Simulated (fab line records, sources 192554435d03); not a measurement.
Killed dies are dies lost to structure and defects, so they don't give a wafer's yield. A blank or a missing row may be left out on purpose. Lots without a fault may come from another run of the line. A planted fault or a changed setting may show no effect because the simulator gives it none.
A struck lot beside a sound one | flow n5_finfet | 15 steps out of a route of 1938
Sound: wafers L643.1, L643.4, L643.6. Struck: wafer L646.1. (L646.5, L646.6 of the same lot were not struck and are left out.) The cause comes at the end.
At each step with rows: each side's tool, then ch and its chambers, then its first start. Under that, the readings that differ: sound wafers | struck wafers | difference of the means | sigmas: that difference in standard deviations of wafers without a fault.
alike: readings whose means differ by less than 2 such deviations, and words and numbers that are the same on both sides. not compared: withheld readings, readings that some wafer has no value for, bounds like >300 that may hide the same value, and numbers for which the record gives no deviation and whose values overlap.
The two part at a step that has a row with sigmas, a row that says differs or no value, or rows on one side only. Numbers that don't overlap but have no deviation are shown without sigmas and don't part them. A reading that every wafer of one side lacks parts them only if that side has two wafers or more.

first, 7 steps without rows for these wafers: N5_BEOL_M11_COAT_60 (time 60 s, resist thk 30 nm); N5_BEOL_M11_COAT_05 (resist thk 90 nm); N5_BEOL_M11_EBR_07; N5_BEOL_M11_SOFTBAKE_06 (time 60 s); N5_BEOL_M11_EXPOSE_08 (exposes mask M11); N5_BEOL_M11_PEB_09 (peb time 60 s); N5_BEOL_M11_DEVELOP_10 (develop time 30 s).
N5_BEOL_M11_CD_MEAS_11: target cd 64.1 nm.
  sound on cd_sem-01 ch 0, day 12 07:35; struck on cd_sem-03 ch 0, day 13 17:08
  alike: cd_nm
N5_BEOL_M11_OVL_MEAS_12:
  sound on overlay-01 ch 0, day 12 07:37; struck on overlay-01 ch 0, day 13 17:10
  reading      | sound        | struck | difference | sigmas
  M11_OVL (nm) | -0.7 0.6 0.2 | 1.6    | +1.6       | +2
N5_BEOL_M11_INSPECT_13: inspects for defects (brightfield).
  sound on defect_inspect-02, day 12 07:39; struck on defect_inspect-01, day 13 17:11
  alike: raw_defect_count
N5_BEOL_M11_DESCUM_16: chemistry O2, time 7.9 s.
  sound on rie_diel-04 ch 1,3, day 12 07:41; struck on rie_diel-04 ch 3, day 13 17:28
  alike: drypump_motor_current_A, oes_product_au, rf_vpp_V, showerhead_plenum_p_Torr, throttle_valve_pct
  not compared: rf_hours_counter_h
N5_BEOL_M11_ETCH_61: etches SiARC in CF4, target depth 39 nm, time 65 s.
  sound on rie_diel-04 ch 1,3, day 12 07:43; struck on rie_diel-04 ch 3, day 13 17:29
  alike: drypump_motor_current_A, etch_rf_on_time_s, oes_product_au, rf_vpp_V, showerhead_plenum_p_Torr, throttle_valve_pct
  not compared: rf_hours_counter_h
N5_BEOL_M11_ETCH_62: etches SOC in N2/H2, target depth 110 nm, overetch 22 nm, time 165 s.
  sound on rie_diel-04 ch 1,3, day 12 07:46; struck on rie_diel-04 ch 3, day 13 17:32
  reading                                     | sound          | struck | difference | sigmas
  model.SiARC_of_BEOL_M11_COAT_60.thk_nm (nm) | 23.2 23.4 23.4 | 24.6   | +1.3       |
  alike: drypump_motor_current_A, oes_product_au, rf_vpp_V, showerhead_plenum_p_Torr, throttle_valve_pct
  not compared: rf_hours_counter_h
then, 1 step without rows for these wafers: N5_BEOL_M11_STRIP_68 (strips in N2/H2).
-- the record jumps here: 2 days lie between the struck wafers' starts before and after (it left off in module BEOL_M11 and takes up again in module PASSIVATION, whose first step shown is number 1936 of the route) --
N5_PASSIVATION_PROBE_49:
  sound on prober-02, day 14 07:21; struck on prober-01, day 15 22:32
  alike: defect_limited_yield, killed_at_M0_to_M3, killed_at_M4_up, killed_at_contacts, killed_at_front_end, killed_at_other, killed_dies, killed_on_rim, killed_open, killed_short, sort_bin_5_function, sort_bin_6_memory, sort_bin_8_speed, sort_n_pass

WHERE THEY PART
Only at N5_BEOL_M11_OVL_MEAS_12, within this record. Later steps at which nothing parts them and some readings are alike: N5_BEOL_M11_INSPECT_13, N5_BEOL_M11_DESCUM_16, N5_BEOL_M11_ETCH_61, N5_BEOL_M11_ETCH_62, N5_PASSIVATION_PROBE_49.

WHY: what the simulator had put in
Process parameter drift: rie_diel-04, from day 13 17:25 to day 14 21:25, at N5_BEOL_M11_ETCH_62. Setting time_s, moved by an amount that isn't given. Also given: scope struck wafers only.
